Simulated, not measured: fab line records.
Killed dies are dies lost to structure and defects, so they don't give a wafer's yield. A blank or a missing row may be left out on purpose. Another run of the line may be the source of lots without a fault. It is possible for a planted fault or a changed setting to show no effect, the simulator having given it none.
8D (eight disciplines) problem report, filled in by code	flow n5_finfet	the parts of the form that need people (team, actions taken, sign-off) are left out

== 1. THE PROBLEM ==
Mean of spin_speed_rpm at N5_HKMG_FIN_COAT_06: 1247.7 rpm across 6 wafers in 2 lots; on wafers with no fault it is 1499.8 rpm (standard deviation 0.99). So: -99 or more standard deviations from the usual mean.
The step: resist thk 90 nm.
First seen on wafer L513.1, day 6 03:35, on litho_track-04. At this step, 29 wafers from 10 lots have a number in the record. Rule for "out" (also "out of limits"): further than 4 standard deviations from the usual mean. Any other wafer with a number is counted as sound.

== 2. WHAT IT IS, AND WHAT IT ISN'T ==
question	is	is not
which readings at this step	spin_speed_rpm	-
which lots	L513, L514	L505, L506, L518, L521, L522, L524, L527, L528
which wafers of those lots	all that have a number	-
read on which tools	litho_track-04	litho_track-02, litho_track-03
when	from day 6 03:35	up to then (6 sound wafers); but 17 sound wafers of L518, L521, L522, L524, L527, L528 came after

== 3. WHAT RULES OUT EACH SUSPECT ==
Counting: a tool stays on the suspect list if, at a process step up to the reading, it processed all lots that are out and no sound lot following the first of them.
- ald_metal-04 at N5_HKMG_FIN_PWFM_ALD_03 (deposits TiN, target thk 2 nm, pulse time 1 s, purge time 3 s): kept. It ran every lot that is out, first L513 (day 6 03:07), and no sound lot after that.
- litho_track-04 at N5_HKMG_FIN_COAT_06 (resist thk 90 nm): ruled out as a lasting fault. The sound lots L527 went through it after L513, its earliest lot that is out (day 6 03:35).
Remaining after the count: ald_metal-04 at N5_HKMG_FIN_PWFM_ALD_03.

== 4. THE CAUSE (what the simulator had put in) ==
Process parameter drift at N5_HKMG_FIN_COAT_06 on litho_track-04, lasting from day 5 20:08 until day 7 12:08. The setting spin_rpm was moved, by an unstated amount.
Counting ruled it out, wrongly.

== 5. THE CHAIN OF EFFECTS, in route order ==
Each row: a reading whose mean over the struck wafers that have a number lies more than 3 standard deviations from the usual. Only readings whose record carries a usual standard deviation are examined. hours: median over the lots of the time between each lot's start at the first step of this table that gives one and its start at this step. sigmas: the change, counted in usual standard deviations.
hours	step	reading	usual	on struck wafers	change	sigmas
0	N5_HKMG_FIN_COAT_06	spin_speed_rpm	1499.8 rpm	1247.7	-252.1	-99 or more
Here are the process steps it includes:
- N5_HKMG_FIN_COAT_06: resist thk 90 nm.
Later measuring or inspecting steps at which every struck wafer that the step has a row for has a number for every such reading, and none has moved that far: N5_BEOL_M4_RC_MEAS_101.

== 6. WHAT WOULD HAVE CAUGHT IT SOONER ==
In this record no reading fell out of limits until day 6 03:35, 7 hours after the fault had begun at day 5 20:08.
